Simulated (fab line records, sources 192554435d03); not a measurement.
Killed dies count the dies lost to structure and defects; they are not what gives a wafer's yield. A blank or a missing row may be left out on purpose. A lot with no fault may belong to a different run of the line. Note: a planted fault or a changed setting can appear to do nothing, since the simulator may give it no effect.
Code-filled problem report in 8D (eight disciplines) form -- flow n5Finfet -- the parts of the form that need people (team, actions taken, sign-off) are left out

1. WHAT WENT WRONG
Mean of spinSpeedRpm at N5_FIN_SAQP_COAT_10: 1590.6 rpm across 6 wafers in 2 lots; on wafers with no fault it is 1499.9 rpm (standard deviation 0.91). That is +99 or more standard deviations from the usual mean.
The step: resist thk 90 nm.
First seen on wafer L589.1, day 3 10:07, on lithoTrack-05. The record holds 18 wafers of 6 lots with a number at this step. Rule for "out", or "out of limits": more than 4 standard deviations from the usual mean. Any other wafer with a number is counted as sound.

2. WHAT IT IS AND WHAT IT IS NOT
question,is,is not
which readings at this step,spinSpeedRpm,-
which lots,"L589, L590","L585, L601, L603, L605"
which wafers of those lots,all that have a number,-
read on which tools,lithoTrack-05,lithoTrack-04
when,from day 3 10:07,"up to then (3 sound wafers); but 9 sound wafers of L601, L603, L605 came after"

3. SUSPECTS, AND WHAT RULES EACH OUT
Counting: any tool at a process step up to the reading is kept as a suspect provided that every lot that is out went through it and no sound lot did after the first of them.
- aldSin-02 at N5_FIN_SAQP_ALD_61 (deposits SiO2, target thk 4 nm, pulse time 1 s, purge time 2 s): kept. It ran every lot that is out, first L589 (day 3 08:46), and no sound lot after that.
- rtpAnneal-01 at N5_FIN_SAQP_DENSIFY_62 (time 60 s): ruled out as a lasting fault. The sound lots L601, L603, L605 went through it after L589, its earliest lot that is out (day 3 09:29).
- lithoTrack-05 at N5_FIN_SAQP_COAT_10 (resist thk 90 nm): ruled out as a lasting fault. The sound lots L603, L605 went through it after L589, its earliest lot that is out (day 3 10:07).
Remaining after the count: aldSin-02 at N5_FIN_SAQP_ALD_61.

4. THE CAUSE (what the simulator had put in)
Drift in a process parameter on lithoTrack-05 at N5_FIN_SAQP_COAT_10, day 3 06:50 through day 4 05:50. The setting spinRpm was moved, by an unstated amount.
Counting ruled it out, wrongly.

5. THE CHAIN OF EFFECTS, in route order
Each row: a reading where the mean over the struck wafers with a number is more than 3 standard deviations away from the usual. Readings are gone through only where the record gives a usual standard deviation; hours: the median, over the lots, of the time from a lot's start at the first step in this table giving one to that lot's start at this step; sigmas: the change measured in usual standard deviations.
hours,step,reading,usual,on struck wafers,change,sigmas
0,N5_FIN_SAQP_COAT_10,spinSpeedRpm,1499.9 rpm,1590.6,+90.7,+99 or more
The process steps in it:
- N5_FIN_SAQP_COAT_10: resist thk 90 nm.
Later measuring or inspecting steps at which every struck wafer that the step has a row for has a number for every such reading, and none has moved that far: N5_FIN_SAQP_CD_MEAS_16, N5_FIN_SAQP_OVL_MEAS_17, N5_FIN_SAQP_INSPECT_18, N5_BEOL_M4_RC_MEAS_101.

6. HOW IT WOULD HAVE BEEN CAUGHT EARLIER
3 hours passed between the start of the fault at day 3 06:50 and the first reading out of limits in this record, taken at day 3 10:07.
